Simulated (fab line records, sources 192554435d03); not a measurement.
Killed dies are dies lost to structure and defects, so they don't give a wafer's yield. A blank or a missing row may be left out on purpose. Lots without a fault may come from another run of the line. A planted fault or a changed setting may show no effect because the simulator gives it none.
fab line records | flow n5_finfet
record lots=5 wafers=13 last_day=20
route steps=1938 shown MOL_CONTACT_COAG@626 BEOL_M0_SAQP@632 BEOL_M4@1111 PASSIVATION@1936
lots that met no fault: from a run of the same line without faults
start_h: hours from the record's first day to the start of the lot's first wafer shown | wait_h: hours since the lot's step before | " the same as in the row above | L1.1+2: a row that stands for several wafers | - no value, or no start given | * or withheld: withheld | < > ~ a bound
route shown NAME@n: a module of which the file shows steps, and the number in the route of the first | usual: mean/standard deviation of fault-free wafers | same: alike in all rows | chamber/n: place in a boat | sites: the reading at each site | _std_site: their standard deviation | _edge_site: outer sites' mean less inner sites' | radius_mm: how far each site lies from the wafer's centre | mask NAME#n: copy n | behind: the tool/chamber that last shaped the wafer | hold: why the lot was held/for how many hours/how that ended | device: the transistor (n, p or np) that didn't switch | end of line: the same wafers' tests at the end of the route | a step without rows: its recipe alone | killed: dies lost to structure and defects at the first sort, not the wafer's yield | map: a wafer's dies, x killed, . not, _ none there
set.NAME: the setting as run; set.NAME@STEP: as run at that earlier step | model.NAME: the simulator's own value behind a step, which no gauge read
lots at some steps of the route; a table a step, a row a wafer
services: from which hour (start_h, from the record's first day; less than 0 if before it) a tool's chamber was out of use, for how many hours, and why
## steps
# step N5_MOL_CONTACT_COAG_SRD_128
# recipe dry_time_s=32 dry=n2_spin spin_rpm=1500
# step N5_MOL_CONTACT_COAG_CMP_52
# recipe stop_on=SiO2 t_overpolish_s=1.5 post_cmp_clean=w_dilute_nh4oh down_force_psi=4 platen_rpm=50.289 pad_velocity_m_s=1.0006 target_thk_nm=66.5
# step N5_MOL_CONTACT_COAG_ANNEAL_112
# recipe temp_c=400 time_s=1800 ambient=HPD2 pressure_atm=10
# step N5_BEOL_M0_SAQP_PECVD_00
# recipe material=SiCN target_thk_a=80 temp_c=withheld precursor=3MS/NH3 pressure_torr=3 rf_w=202 time_s=14
# step N5_BEOL_M0_SAQP_ILD_DEP_01
# recipe material=SiOC target_thk_a=454.19 temp_c=350 precursor=DEMS/O2 pressure_torr=5 rf_w=500 time_s=8.7
# step N5_BEOL_M0_SAQP_HM_DEP_02
# recipe material=TiN target_thk_a=120 temp_c=25 chamber_pressure_pa=0.49996
# step N5_BEOL_M0_SAQP_PECVD_03
# recipe material=SiCN target_thk_a=120 temp_c=withheld precursor=3MS/NH3 pressure_torr=3 rf_w=202 time_s=21.1
# step N5_BEOL_M0_SAQP_PECVD_96
# recipe material=a-Si target_thk_a=450 temp_c=350 precursor=SiH4/He pressure_torr=3 rf_w=100 time_s=45.2
# step N5_BEOL_M0_SAQP_PECVD_97
# recipe material=SiNx target_thk_a=230 temp_c=350 precursor=SiH4/NH3/N2 pressure_torr=1.5 rf_w=300 time_s=19.9
# step N5_BEOL_M0_SAQP_PECVD_04
# recipe material=a-Si target_thk_a=600 temp_c=350 precursor=SiH4/He pressure_torr=3 rf_w=100 time_s=60.2
# usual heater_power_w=665/81 showerhead_plenum_p_Torr=5.63/0.036 susceptor_temp_C=350.03/0.21 throttle_valve_pct=18.0/1
# columns lot.wafer tool chamber start_h wait_h heater_power_w showerhead_plenum_p_Torr susceptor_temp_C throttle_valve_pct model.a-Si_of_BEOL_M0_SAQP_PECVD_04.thk_nm
L343.1 pecvd-03 0 121.45 0.0 671 5.62 349.91 17.5 58
L343.2 " 1 " " 616 5.61 350.28 17.2 59.4
L343.6 " 0 " " 683 5.61 349.98 17.2 59.6
L348.1 pecvd-03 2 148.39 0.0 687 5.66 - 16.9 58.2
L348.5 " 1 " " 600 5.63 349.72 17.5 60.6
L348.6 " 2 " " 722 5.66 350.12 17.0 60.4
L349.1 pecvd-03 1 160.67 0.0 575 5.61 - 17.6 57.6
L349.2 " 2 " " 709 5.67 350.23 17.2 58.6
L350.2 pecvd-03 1 161.13 0.0 593 5.61 350.09 17.5 60
L350.4 " 1 " " 589 5.61 - 17.6 58.4
L364.3 pecvd-04 2 249.19 0.0 806 5.59 350.03 17.6 59.4
L364.5 " 1 " " 599 5.63 349.81 20.3 59.2
L364.6 " 2 " " 804 5.57 349.97 17.1 59.6
# step N5_BEOL_M0_SAQP_HM_DEP_111
# recipe material=SiO2 target_thk_a=120 temp_c=400 precursor=SiH4/N2O pressure_torr=0.75 rf_w=275 time_s=7.2
# step N5_BEOL_M0_SAQP_COAT_81
# recipe resist=SOC temp_c=250 time_s=60 spin_rpm=1500 resist_thk_nm=100
# step N5_BEOL_M0_SAQP_COAT_82
# recipe resist=SiARC temp_c=220 time_s=60 spin_rpm=1500 resist_thk_nm=30
# step N5_BEOL_M0_SAQP_COAT_08
# recipe resist=CAR-ArF spin_rpm=1500 resist_thk_nm=90
# step N5_BEOL_M0_SAQP_EBR_10
# recipe solvent=PGMEA ebr_width_mm=1.5
# step N5_BEOL_M0_SAQP_SOFTBAKE_09
# recipe temp_c=110 time_s=60 resist=CAR-ArF
# step N5_BEOL_M0_SAQP_EXPOSE_11
# recipe mask_id=M0_CORE na=1.35 source_shape=dipole sigma_inner=0.538 sigma_outer=0.738 polarization=te target_cd_nm=42 dose_mj=55
# step N5_BEOL_M0_SAQP_PEB_12
# recipe peb_temp_c=withheld peb_time_s=60 resist=CAR-ArF
# step N5_BEOL_M0_SAQP_DEVELOP_13
# recipe develop_time_s=30 developer=TMAH resist=CAR-ArF dev_temp_c=23 rinse_liquid=diw dry=air_spin
# step N5_BEOL_M0_SAQP_DESCUM_19
# recipe chemistry=O2 time_s=7.9 source_power_w=50 bias_power_w=20 pressure_mtorr=20 rf_frequency_hz=2.712e+07 temp_c=40 resist=CAR-ArF o2_flow_sccm=225
# step N5_BEOL_M0_SAQP_ETCH_83
# recipe chemistry=CF4 target=SiARC target_depth_a=390 mask_material=CAR-ArF time_s=65 ion_energy_ev=80 pressure_mtorr=40 source_w=545 bias_w=36 Ar_flow_sccm=100 cf4_flow_sccm=100 ends=cleared
# step N5_BEOL_M0_SAQP_ETCH_84
# recipe chemistry=N2/H2 target=SOC target_depth_a=1000 overetch_a=200 mask_material=SiARC temp_c=40 time_s=150 ion_energy_ev=200 pressure_mtorr=30 source_w=840 bias_w=150 n2_flow_sccm=200 h2_flow_sccm=200
# step N5_BEOL_M0_SAQP_STRIP_80
# recipe chemistry=N2/H2 temp_c=40 n2_flow_sccm=200 h2_flow_sccm=200 rf_frequency_hz=6e+07
# step N5_BEOL_M0_SAQP_HM_OPEN_112
# recipe chemistry=CHF3/O2 target=SiO2 stop_on=a-Si target_depth_a=120 over_etch_frac=1.25 mask_material=SOC time_s=13.5 pressure_mtorr=30 source_w=650 bias_w=170 Ar_flow_sccm=200 CHF3_flow_sccm=50 O2_flow_sccm=5 ion_energy_ev=200 ends=end_point
# step N5_BEOL_M0_SAQP_STRIP_113
# recipe chemistry=CHF3/O2 resist=SiARC rf_frequency_hz=6e+07
# step N5_BEOL_M0_SAQP_MANDREL_ETCH_20
# recipe target_depth_a=600 chemistry=HBr/Cl2 target=a-Si stop_on=SiNx bt_time_s=10 mask_material=SOC over_etch_frac=0.5 time_s=30 pressure_mtorr=10 icp_w=800 bias_w=75 HBr_flow_sccm=150 Cl2_flow_sccm=80 ends=end_point
# usual drypump_motor_current_A=6.0/0.4 oes_product_au=0.776/0.015 throttle_valve_pct=35.5/0.39
# same over_etch_frac=0.5
# columns lot.wafer tool chamber start_h wait_h drypump_motor_current_A oes_product_au rf_hours_counter_h throttle_valve_pct model.etch.depth_nm
L343.1 rie_si-06 3 122.40 0.0 6.3 0.764 194 35.3 57.94
L343.2 " 1 " " 6.1 0.778 34 35.1 59.48
L343.6 " 3 " " 6.3 0.778 - 35.2 59.51
L348.1 rie_si-03 2 149.47 0.0 6.5 0.732 8 35.6 58.11
L348.5 " 1 " " 6.4 0.798 - 35.0 60.47
L348.6 " 2 " " 6.5 0.751 - 35.5 60.38
L349.1 rie_si-04 2 161.66 0.0 6.4 0.765 111 35.2 57.63
L349.2 " 1 " " 6.3 0.789 42 35.7 58.6
L350.2 rie_si-03 1 162.13 0.0 6.3 0.794 27 35.0 60.03
L350.4 " 2 " " 6.5 0.744 8 35.6 58.42
L364.3 rie_si-03 2 250.36 0.0 6.5 0.741 10 35.6 59.48
L364.5 " 0 " " 5.4 0.781 - 35.8 59.24
L364.6 " 3 " " 6.0 0.789 - 36.4 59.62
# step N5_BEOL_M0_SAQP_STRIP_86
# recipe chemistry=N2/H2 power_w=500 temp_c=40 pressure_mtorr=50 rf_frequency_hz=6e+07 overash_fraction=0.3 bias_power_w=28 h2_frac=0.5 n2_flow_sccm=300 h2_flow_sccm=300
# step N5_BEOL_M0_SAQP_STRIP_115
# recipe chemistry=post_etch_residue_remover time_s=60 temp_c=25 remover_ph=withheld remover_water_wt_pct=withheld remover_fluoride_wt_pct=withheld
# step N5_BEOL_M0_SAQP_SRD_93
# recipe dry=ipa_marangoni time_s=30 temp_c=23 rinse_liquid=diw
# step N5_BEOL_M0_SAQP_RECESS_114
# recipe chemistry=HF/NH3 target=SiO2 target_depth_a=144 afs_cycles=3 temp_c=30 sublimation_temp_c=180 sublimation_time_s=60
# step N5_BEOL_M0_SAQP_SPACER1_ALD_98
# recipe material=SiO2 target_thk_a=128 temp_c=300 ald_precursor_family=BDEAS ald_co_reactant=O2-plasma pulse_time_s=1 purge_time_s=2 co_reactant_purge_time_s=2 ald_cycles=138 pressure_torr=2
# step N5_BEOL_M0_SAQP_SPACER1_ETCHBACK_99
# recipe chemistry=CHF3/O2 mode=anisotropic_etchback target=SiO2 target_depth_a=154 time_s=7.7 pressure_mtorr=30 source_w=650 bias_w=170 Ar_flow_sccm=200 CHF3_flow_sccm=50 O2_flow_sccm=5 ion_energy_ev=200
# usual drypump_motor_current_A=5.6/0.5 oes_product_au=0.76/0.082 rf_vpp_V=531/6.3 showerhead_plenum_p_Torr=2.43/0.073 throttle_valve_pct=18.80/0.16
# columns lot.wafer tool chamber start_h wait_h drypump_motor_current_A oes_product_au rf_hours_counter_h rf_vpp_V showerhead_plenum_p_Torr throttle_valve_pct model.a-Si_of_BEOL_M0_SAQP_PECVD_04.thk_nm
L343.1 rie_diel-03 3 123.49 0.3 5.2 0.86 36 539 2.47 18.74 57.4
L343.2 " 2 " " 5.6 0.67 217 531 2.47 18.75 58.8
L343.6 " 1 " " 6.3 0.68 - 523 2.38 18.80 59
L348.1 rie_diel-03 0 150.56 0.3 5.1 0.74 188 540 2.48 18.85 57.4
L348.5 " 2 " " 5.7 0.68 - 533 2.46 18.76 59.8
L348.6 " 3 " " 5.2 0.86 - 539 2.47 18.73 59.8
L349.1 rie_diel-02 3 163.84 0.3 6.0 0.73 184 523 2.31 18.97 57
L349.2 " 0 " " 5.0 0.69 229 533 2.47 18.67 58
L350.2 rie_diel-02 3 164.38 0.5 6.0 0.74 184 525 2.32 18.98 59.4
L350.4 " 1 " " 6.4 0.78 120 527 2.34 19.03 57.8
L364.3 rie_diel-05 0 251.45 0.3 5.6 0.93 17 518 2.36 18.74 58.8
L364.5 " 3 " " 4.9 0.67 - 537 2.47 18.95 58.6
L364.6 " 0 " " 5.6 0.93 - 519 2.36 18.76 59
# step N5_BEOL_M0_SAQP_MANDREL1_REMOVE_100
# recipe chemistry=HBr/Cl2/O2 bt_time_s=10 target=a-Si stop_on=SiNx endpoint=OES-SiCl over_etch_frac=0.85 icp_w=600 bias_w=30 HBr_flow_sccm=150 Cl2_flow_sccm=80 O2_flow_sccm=5 pressure_mtorr=10
# step N5_BEOL_M4_RC_MEAS_101
# usual DIBL_N=36.0/1.9 DIBL_P=35.6/2.2 IOFF_N=0.15/0.031 IOFF_P=0.19/0.032 ION_N=668/11 ION_P=455/7.2 SS_N=71.5/0.65 SS_P=73.4/0.64 VT_N=251/3.6 VT_P=-253/3.3
# columns lot.wafer tool chamber start_h wait_h DIBL_N[mV/V] DIBL_P[mV/V] IOFF_N[nA/um] IOFF_P[nA/um] ION_N[uA/um] ION_P[uA/um] SS_N[mV/dec] SS_P[mV/dec] VT_N[mV] VT_P[mV]
L343.1 prober-01 0 198.55 0.0 34.5 33.8 0.14 0.16 666 446 71.2 72.6 252 -254
L343.2 " 0 " " 35.0 33.8 0.13 0.16 672 453 71.2 71.9 254 -255
L343.6 " 0 " " 32.4 31.5 0.11 0.14 663 453 70.5 71.7 253 -257
L348.1 prober-01 0 245.98 0.0 34.8 33.2 0.11 0.16 650 446 70.3 72.5 256 -258
L348.5 " 0 " " 35.6 34.2 0.12 0.16 651 445 71.3 72.6 255 -252
L348.6 " 0 " " 34.7 33.7 0.12 0.16 650 447 70.7 72.6 256 -258
L349.1 prober-02 0 247.70 0.0 34.4 33.2 0.13 0.18 664 457 71.7 73.2 256 -251
L349.2 " 0 " " 32.4 31.0 0.10 0.16 646 454 70.7 72.4 256 -250
L350.2 prober-02 0 277.37 0.2 34.3 34.2 0.13 0.18 665 452 72.5 72.6 252 -252
L350.4 " 0 " " 32.2 32.5 0.11 0.16 653 449 70.8 72.8 253 -253
L364.3 prober-01 0 361.83 0.3 35.6 34.6 0.14 0.20 657 454 71.8 73.5 250 -249
L364.5 " 0 " " 36.1 34.3 0.14 0.18 666 448 71.8 73.3 255 -252
L364.6 " 0 " " 35.4 34.2 0.13 0.20 672 464 70.9 73.3 251 -250
# step N5_PASSIVATION_PROBE_49
# usual defect_limited_yield=91.3/1.4 killed_at_M0_to_M3=34/10 killed_at_M4_up=14/5.5 killed_at_contacts=12/6 killed_at_front_end=40/10 killed_at_other=3.0/2.4 killed_dies=103/17 killed_open=68/13 killed_short=34/7.8 sort_bin_5_function=5.1/0.97 sort_bin_6_memory=3.3/0.66 sort_bin_8_speed=0.02/0.12 sort_n_pass=1077/17 sort_yield_pct=91.2/1.4
# same gross_dies=1180 killed_at_back_side=0 sort_bin_4_leakage[%]=0
# columns lot.wafer tool chamber start_h wait_h defect_limited_yield[%] killed_at_M0_to_M3 killed_at_M4_up killed_at_contacts killed_at_front_end killed_at_other killed_dies killed_open killed_short sort_bin_5_function[%] sort_bin_6_memory[%] sort_bin_8_speed[%] sort_n_pass sort_yield_pct[%]
L343.1 prober-01 - 298.05 0.0 88.8 70 15 10 37 0 132 86 44 7.1 3.8 0 1048 88.8
L343.2 prober-01 - 298.10 0.1 90.7 36 13 5 56 0 110 66 42 5.6 3.7 0 1070 90.7
L343.6 prober-01 - 298.30 0.3 91.4 41 9 6 45 0 101 59 40 5.3 2.8 0 1079 91.4
# killed by level:class
L343.1 BEOL_M0_SAQP:geometric_particle:short=18 BEOL_M1:geometric_particle:open=15 DUMMY_GATE:geometric_particle:open=11 BEOL_M3:geometric_particle:open=11 FIN_SAQP:geometric_particle:short=9 BEOL_M0_SAQP:geometric_particle:open=9 BEOL_M2:geometric_particle:open=9 MOL_CONTACT_COAG:geometric_particle:open=7
L343.2 FIN_SAQP:geometric_particle:short=12 DUMMY_GATE:geometric_particle:open=10 BEOL_M0_SAQP:geometric_particle:open=10 FIN_SAQP:geometric_particle:open=7 BEOL_M1:geometric_particle:open=6 BEOL_M0_SAQP:geometric_particle:short=6 MOL_CONTACT_COAG:geometric_particle:open=5 BEOL_M4:geometric_particle:open=5
L343.6 BEOL_M0_SAQP:geometric_particle:short=16 DUMMY_GATE:geometric_particle:open=10 FIN_SAQP:geometric_particle:open=9 BEOL_M0_SAQP:geometric_particle:open=8 FIN_SAQP:geometric_particle:short=6 BEOL_M4:geometric_particle:open=5 STI_FIN_REVEAL:geometric_particle:open=5 MOL_CONTACT_COAG:geometric_particle:open=5
## services
# columns tool chamber start_h hours kind
rie_diel-03 - 107.77 2.8 pm
rie_diel-02 1 125.47 2.9 repair
pecvd-03 - 125.98 0.6 repair
rie_si-03 1 129.82 11.1 repair
rie_si-03 - 131.25 1.3 repair
rie_si-04 - 134.08 0.9 repair
pecvd-03 0 144.63 19.6 repair
rie_diel-05 - 154.02 2.8 pm
rie_diel-02 1 154.53 9.8 repair
rie_diel-03 1 154.81 - clean
rie_diel-03 1 154.81 - consumable_replace:focus_ring
rie_diel-03 1 154.81 34.2 scheduled_down
rie_diel-03 1 154.81 34.2 vent_cycle
rie_si-03 3 155.78 5.0 repair
rie_si-06 - 170.33 2.8 pm
rie_diel-05 3 171.94 12.6 repair
rie_si-04 0 188.29 3.0 repair
rie_diel-03 0 202.03 2.2 repair
rie_diel-03 2 225.93 - clean
rie_diel-03 2 225.93 - consumable_replace:focus_ring
rie_diel-03 2 225.93 25.0 scheduled_down
rie_diel-02 1 229.90 7.5 repair
rie_diel-03 - 240.30 14.6 pm
pecvd-03 1 243.89 5.5 scheduled_down
## key
first_sign none at tools or gauges
model_effect step=N5_BEOL_M0_SAQP_PECVD_04 value=a-Si_of_BEOL_M0_SAQP_PECVD_04.thk_nm without=59.93 struck=58.07
model_effect step=N5_BEOL_M0_SAQP_MANDREL_ETCH_20 value=etch.depth_nm without=59.93 struck=58.05
model_effect step=N5_BEOL_M0_SAQP_SPACER1_ETCHBACK_99 value=a-Si_of_BEOL_M0_SAQP_PECVD_04.thk_nm without=59.27 struck=57.4
met_at N5_BEOL_M0_SAQP_PECVD_04
struck_wafers L348.1,L349.1,L350.4
onset_between 121.45 148.39
fault kind=process_parameter_drift tool=pecvd-03 chamber=- onset_h=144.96 steps=N5_BEOL_M0_SAQP_PECVD_04 channel=time_s offset=* shape=step end_h=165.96 scope=struck_wafers_only acts_in=* stated=*
